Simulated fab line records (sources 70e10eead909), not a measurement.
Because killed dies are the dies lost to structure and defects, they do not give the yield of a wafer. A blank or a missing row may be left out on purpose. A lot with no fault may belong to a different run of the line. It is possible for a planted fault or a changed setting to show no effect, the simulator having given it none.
Which tool was responsible? | flow nand harc | Sampling: 24 lots, 72 wafers, 6 of 1302 route steps

## WHAT EACH GAUGE READ, for each wafer
NHARC_A_CHANNEL_FILL_D1_INSPECT_13.
lot  | measured     | on                | raw defect count
L074 | day 10 20:58 | defect inspect-02 | 231 223 115
L075 | day 11 10:07 | defect inspect-01 | 205 391 220
L076 | day 11 20:02 | defect inspect-02 | 256 234 264
L077 | day 12 07:50 | defect inspect-02 | 186 251 217
L078 | day 12 11:28 | defect inspect-01 | 158 194 202
L079 | day 12 21:02 | defect inspect-02 | 167 209 430
L080 | day 13 12:54 | defect inspect-01 | 233 199 407
L081 | day 14 04:39 | defect inspect-01 | 223 242 279
L082 | day 14 13:01 | defect inspect-01 | 171 250 148
L083 | day 14 20:26 | defect inspect-02 | 548 470 190
L085 | day 15 10:34 | defect inspect-01 | 191 259 384
L084 | day 15 15:47 | defect inspect-02 | 140 253 221
L086 | day 15 21:40 | defect inspect-01 | 206 325 508
L087 | day 16 21:37 | defect inspect-02 | 337 164 229
L088 | day 16 21:37 | defect inspect-02 | 275 222 250
L089 | day 17 03:52 | defect inspect-02 | 363 316 279
L090 | day 17 03:52 | defect inspect-02 | 315 334 350
L091 | day 17 17:46 | defect inspect-01 | 289 299 288
L092 | day 18 14:09 | defect inspect-01 | 378 315 870
L094 | day 19 01:36 | defect inspect-02 | 275 394 242
L093 | day 19 01:37 | defect inspect-01 | 305 352 216
L095 | day 19 20:16 | defect inspect-02 | 207 331 364
L096 | day 20 08:45 | defect inspect-01 | 394 348 309
L097 | day 20 08:47 | defect inspect-01 | 196 189 149

NHARC_A_CHANNEL_FILL_D2_INSPECT_13.
lot  | measured     | on                | raw defect count
L074 | day 15 09:06 | defect inspect-02 | 432 339 366
L075 | day 16 01:30 | defect inspect-02 | 387 313 412
L076 | day 16 21:24 | defect inspect-02 | 373 450 732
L077 | day 16 21:14 | defect inspect-02 | 427 382 243
L078 | day 17 07:11 | defect inspect-01 | 277 245 559
L079 | day 17 07:01 | defect inspect-01 | 538 544 463
L080 | day 18 09:29 | defect inspect-01 | 446 391 243
L081 | day 18 16:02 | defect inspect-01 | 362 376 380
L082 | day 19 07:13 | defect inspect-02 | 423 372 318
L083 | day 19 16:21 | defect inspect-02 | 564 273 374
L085 | day 20 05:14 | defect inspect-02 | 219 308 224
L084 | day 20 05:04 | defect inspect-01 | 214 342 278
L086 | day 20 16:35 | defect inspect-01 | 473 573 406
L087 | day 21 11:46 | defect inspect-01 | 354 369 491
L088 | day 21 15:32 | defect inspect-02 | 498 353 386
L089 | day 21 20:42 | defect inspect-01 | 318 512 309
L090 | day 21 15:33 | defect inspect-01 | 678 552 373
L091 | day 22 07:25 | defect inspect-02 | 208 266 345
L092 | day 23 04:31 | defect inspect-02 | 308 270 327
L094 | day 23 13:12 | defect inspect-02 | 567 261 314
L093 | day 23 13:22 | defect inspect-01 | 465 366 353
L095 | day 24 11:28 | defect inspect-01 | 392 450 683
L096 | day 24 23:59 | defect inspect-02 | 279 392 218
L097 | day 24 23:59 | defect inspect-01 | 421 346 367

## WHAT TOOL EACH LOT RAN ON (gives the tool, then ch and the chambers of the sampled wafers, and finally the start)
lot  | NHARC_A_CHANNEL_HOLE_D1_XSEM_31 | NHARC_A_CHANNEL_FILL_D1_ALD_02   | NHARC_A_CHANNEL_FILL_D1_ALD_03                 | NHARC_A_CHANNEL_HOLE_D2_ETCH_27
L074 | xsem-02 ch 0, day 8 20:14       | ald hk-04 ch 0,2, day 8 20:36    | ald sin batch-02 ch 0, day 10 20:58 or earlier | har etch-02 ch 0, day 13 07:26
L075 | xsem-01 ch 0, day 9 08:37       | ald hk-01 ch 0,1,3, day 9 09:20  | ald sin batch-03 ch 0, day 11 10:07 or earlier | har etch-02 ch 0,1, day 13 21:45
L076 | xsem-01 ch 0, day 9 18:08       | ald hk-01 ch 2,3, day 9 19:20    | ald sin batch-01 ch 0, day 11 20:02 or earlier | har etch-02 ch 0,1, day 14 14:01
L077 | xsem-02 ch 0, day 10 04:34      | ald hk-04 ch 0,1,2, day 10 05:01 | ald sin batch-03 ch 0, day 12 07:50 or earlier | har etch-01 ch 0,1, day 14 20:55
L078 | xsem-01 ch 0, day 10 11:11      | ald hk-03 ch 1,2, day 10 11:32   | ald sin batch-01 ch 0, day 12 11:28 or earlier | har etch-02 ch 0,1, day 15 07:20
L079 | xsem-01 ch 0, day 10 20:35      | ald hk-03 ch 1,3, day 10 20:56   | ald sin batch-03 ch 0, day 12 21:02 or earlier | har etch-01 ch 0, day 15 04:57
L080 | xsem-02 ch 0, day 11 11:09      | ald hk-03 ch 0,1,2, day 11 11:46 | ald sin batch-03 ch 0, day 13 12:54 or earlier | har etch-02 ch 0,1, day 16 01:04
L081 | xsem-01 ch 0, day 11 22:21      | ald hk-03 ch 0,1,3, day 11 22:38 | ald sin batch-01 ch 0, day 14 04:39 or earlier | har etch-01 ch 0,1, day 16 12:30
L082 | xsem-02 ch 0, day 12 12:26      | ald hk-01 ch 0,1,3, day 12 12:53 | ald sin batch-03 ch 0, day 14 13:01 or earlier | har etch-01 ch 0,1, day 17 00:42
L083 | xsem-01 ch 0, day 12 16:36      | ald hk-04 ch 0,1,3, day 12 17:02 | ald sin batch-01 ch 0, day 14 20:26 or earlier | har etch-01 ch 0,1, day 17 12:31
L085 | xsem-02 ch 0, day 13 09:03      | ald hk-04 ch 0,1,3, day 13 09:29 | ald sin batch-01 ch 0, day 15 10:34 or earlier | har etch-01 ch 0,1, day 18 02:40
L084 | xsem-02 ch 0, day 13 14:37      | ald hk-03 ch 0,3, day 13 15:41   | ald sin batch-02 ch 0, day 15 15:47 or earlier | har etch-02 ch 0,1, day 18 03:26
L086 | xsem-01 ch 0, day 13 21:26      | ald hk-01 ch 0,1,2, day 13 21:56 | ald sin batch-01 ch 0, day 15 21:40 or earlier | har etch-01 ch 0,1, day 18 14:53
L087 | xsem-02 ch 0, day 14 18:23      | ald hk-03 ch 0,3, day 14 18:41   | ald sin batch-03 ch 0, day 16 21:37 or earlier | har etch-01 ch 0,1, day 19 09:56
L088 | xsem-01 ch 0, day 14 19:50      | ald hk-01 ch 1,3, day 14 20:13   | ald sin batch-03 ch 0, day 16 21:37 or earlier | har etch-02 ch 0,1, day 19 08:01
L089 | xsem-01 ch 0, day 15 00:38      | ald hk-03 ch 0,2,3, day 15 01:41 | ald sin batch-03 ch 0, day 17 03:52 or earlier | har etch-01 ch 0,1, day 19 14:23
L090 | xsem-02 ch 0, day 15 04:49      | ald hk-04 ch 1,2,3, day 15 05:11 | ald sin batch-01 ch 0, day 17 03:52 or earlier | har etch-02 ch 0,1, day 19 16:20
L091 | xsem-01 ch 0, day 15 13:56      | ald hk-04 ch 1,2,3, day 15 14:19 | ald sin batch-03 ch 0, day 17 17:46 or earlier | har etch-02 ch 1, day 20 04:43
L092 | xsem-01 ch 0, day 16 10:46      | ald hk-01 ch 0,2,3, day 16 13:08 | ald sin batch-02 ch 0, day 18 14:09 or earlier | har etch-02 ch 0,1, day 21 01:04
L094 | xsem-02 ch 0, day 16 22:14      | ald hk-01 ch 0,2,3, day 16 23:37 | ald sin batch-03 ch 0, day 19 01:36 or earlier | har etch-02 ch 0,1, day 21 11:34
L093 | xsem-02 ch 0, day 16 22:20      | ald hk-01 ch 1,2,3, day 16 23:58 | ald sin batch-03 ch 0, day 19 01:37 or earlier | har etch-01 ch 0,1, day 21 14:40
L095 | xsem-02 ch 0, day 17 18:19      | ald hk-04 ch 0,2,3, day 17 18:37 | ald sin batch-02 ch 0, day 19 20:16 or earlier | har etch-01 ch 0,1, day 22 05:54
L096 | xsem-01 ch 0, day 18 08:29      | ald hk-03 ch 0,1,2, day 18 08:46 | ald sin batch-01 ch 0, day 20 08:45 or earlier | har etch-01 ch 0,1, day 22 21:41
L097 | xsem-02 ch 0, day 18 09:15      | ald hk-04 ch 0,1,3, day 18 09:33 | ald sin batch-01 ch 0, day 20 08:47 or earlier | har etch-02 ch 0,1, day 22 21:31
- NHARC_A_CHANNEL_HOLE_D1_XSEM_31
- NHARC_A_CHANNEL_FILL_D1_ALD_02: deposits SiO2, target thk 6 nm, pulse time 10 s, ald cycles 60.
- NHARC_A_CHANNEL_FILL_D1_ALD_03: deposits SiNx, target thk 6 nm, pulse time 60 s, ald cycles 58.
- NHARC_A_CHANNEL_HOLE_D2_ETCH_27: etches the open film in C4F8/O2/Ar, time 90 s, target depth 400 nm.

## WHAT THE TOOLS THEMSELVES READ (means of the sampled wafers that have a number; where no wafer has one, the mark that the record gives instead)
NHARC_A_CHANNEL_HOLE_D1_XSEM_31.
lot  | tool    | bot cd nm (nm) | bow nm (nm) | tilt deg (degrees)
L074 | xsem-02 | 75.0           | 8.59        | 0.10
L075 | xsem-01 | 74.4           | 8.74        | 0.01
L076 | xsem-01 | 75.4           | 8.78        | 0.03
L077 | xsem-02 | 74.1           | 8.46        | 0.08
L078 | xsem-01 | 75.6           | 8.82        | 0.01
L079 | xsem-01 | 75.2           | 8.59        | 0.02
L080 | xsem-02 | 75.4           | 8.42        | 0.06
L081 | xsem-01 | 73.7           | 8.67        | 0.12
L082 | xsem-02 | 74.1           | 8.85        | 0.04
L083 | xsem-01 | 76.1           | 8.55        | 0.05
L085 | xsem-02 | 75.4           | 8.55        | 0.01
L084 | xsem-02 | 76.2           | 9.04        | 0.09
L086 | xsem-01 | 74.7           | 8.99        | 0.13
L087 | xsem-02 | 74.6           | 8.49        | 0.07
L088 | xsem-01 | 75.9           | 8.57        | 0.08
L089 | xsem-01 | 74.3           | 7.90        | -0.03
L090 | xsem-02 | 73.7           | 8.79        | 0.10
L091 | xsem-01 | 72.0           | 8.68        | 0.10
L092 | xsem-01 | 72.5           | 8.68        | 0.04
L094 | xsem-02 | 74.4           | 8.42        | 0.01
L093 | xsem-02 | 74.9           | 9.00        | 0.11
L095 | xsem-02 | 73.9           | 8.51        | 0.14
L096 | xsem-01 | 74.2           | 8.86        | 0.07
L097 | xsem-02 | 74.8           | 8.75        | 0.17

NHARC_A_CHANNEL_FILL_D1_ALD_02.
lot  | tool      | heater power w (W) | precursor pulse height rel
L074 | ald hk-04 | 478                | 0.993
L075 | ald hk-01 | 566                | 1.006
L076 | ald hk-01 | 505                | 1.014
L077 | ald hk-04 | 463                | 1.008
L078 | ald hk-03 | 538                | 1.017
L079 | ald hk-03 | 494                | 0.992
L080 | ald hk-03 | 521                | 0.991
L081 | ald hk-03 | 480                | 0.992
L082 | ald hk-01 | 566                | 0.995
L083 | ald hk-04 | 436                | 1.007
L085 | ald hk-04 | 439                | 1.004
L084 | ald hk-03 | 430                | 0.992
L086 | ald hk-01 | 543                | 1.014
L087 | ald hk-03 | 434                | 0.986
L088 | ald hk-01 | 543                | 0.993
L089 | ald hk-03 | 476                | 0.998
L090 | ald hk-04 | 438                | 1.003
L091 | ald hk-04 | 443                | 1.005
L092 | ald hk-01 | 535                | 0.999
L094 | ald hk-01 | 536                | 0.999
L093 | ald hk-01 | 513                | 1.005
L095 | ald hk-04 | 454                | 0.990
L096 | ald hk-03 | 525                | 1.009
L097 | ald hk-04 | 445                | 0.995

NHARC_A_CHANNEL_FILL_D1_ALD_03.
lot  | tool             | precursor pulse height rel
L074 | ald sin batch-02 | 0.984
L075 | ald sin batch-03 | 0.999
L076 | ald sin batch-01 | 1.001
L077 | ald sin batch-03 | 0.995
L078 | ald sin batch-01 | 1.006
L079 | ald sin batch-03 | 0.998
L080 | ald sin batch-03 | 1.002
L081 | ald sin batch-01 | 0.995
L082 | ald sin batch-03 | 0.993
L083 | ald sin batch-01 | 1.008
L085 | ald sin batch-01 | 1.000
L084 | ald sin batch-02 | 0.993
L086 | ald sin batch-01 | 1.009
L087 | ald sin batch-03 | 1.022
L088 | ald sin batch-03 | 0.981
L089 | ald sin batch-03 | 0.995
L090 | ald sin batch-01 | 1.023
L091 | ald sin batch-03 | 1.001
L092 | ald sin batch-02 | 0.998
L094 | ald sin batch-03 | 1.020
L093 | ald sin batch-03 | 0.990
L095 | ald sin batch-02 | 0.993
L096 | ald sin batch-01 | 1.008
L097 | ald sin batch-01 | 0.997

NHARC_A_CHANNEL_HOLE_D2_ETCH_27.
lot  | tool        | drypump motor current A (A) | oes air line au (a.u.) | showerhead plenum p Torr (Torr) | throttle valve pct (%)
L074 | har etch-02 | 6.0                         | 1.009                  | 3.65                            | 27.626
L075 | har etch-02 | 6.1                         | 1.011                  | 3.69                            | 27.618
L076 | har etch-02 | 6.3                         | 1.000                  | 3.73                            | 27.618
L077 | har etch-01 | 5.1                         | 1.002                  | 3.54                            | 27.613
L078 | har etch-02 | 6.1                         | 1.011                  | 3.67                            | 27.620
L079 | har etch-01 | 5.2                         | 0.999                  | 3.52                            | 27.618
L080 | har etch-02 | 6.1                         | 1.000                  | 3.67                            | 27.626
L081 | har etch-01 | 5.1                         | 0.994                  | 3.55                            | 27.622
L082 | har etch-01 | 5.1                         | 1.002                  | 3.54                            | 27.617
L083 | har etch-01 | 5.1                         | 1.011                  | 3.54                            | 27.615
L085 | har etch-01 | 5.1                         | 0.982                  | 3.51                            | 27.617
L084 | har etch-02 | 6.3                         | 1.009                  | 3.83                            | 27.623
L086 | har etch-01 | 5.1                         | 1.019                  | 3.51                            | 27.607
L087 | har etch-01 | 5.1                         | 0.995                  | 3.50                            | 27.604
L088 | har etch-02 | 6.1                         | 1.018                  | 3.89                            | 27.612
L089 | har etch-01 | 5.1                         | 1.011                  | 3.52                            | 27.629
L090 | har etch-02 | 6.3                         | 0.989                  | 3.81                            | 27.623
L091 | har etch-02 | 6.4                         | 0.959                  | 3.73                            | 27.628
L092 | har etch-02 | 6.3                         | 0.988                  | 3.80                            | 27.625
L094 | har etch-02 | 6.1                         | 0.995                  | 3.87                            | 27.625
L093 | har etch-01 | 5.1                         | 1.004                  | 3.48                            | 27.619
L095 | har etch-01 | 5.1                         | 0.994                  | 3.50                            | 27.630
L096 | har etch-01 | 5.1                         | 0.988                  | 3.48                            | 27.622
L097 | har etch-02 | 6.1                         | 1.010                  | 3.86                            | 27.621

## THE ANSWER, worked out from the rows above alone
Rule: the usual values come from the lots themselves. Put in order of their means at a reading, lots are off if they are a third of the lots or fewer, leave a main group of 4 or more, and stand apart from it by a gap of 3 or more times the standard deviation of the main group's means; of several such gaps the widest counts. The tables above print the reading to a certain number of digits; a main group whose means all agree to those digits is not used. A lot without any number at a reading at which 4 lots or more have one is off too. Where the step has rows for the other lots, those lots are counted as sound. After the gauges, taken in route order, come the tools' own readings; for these a lot's mean is taken, as printed above. At the first step where some lot is off, the reading lying furthest off is the one used; lots without a number count as furthest.
Across all readings shown, no lot is off: no conclusion can be drawn from this.

## WHAT THE SIMULATOR PUT IN
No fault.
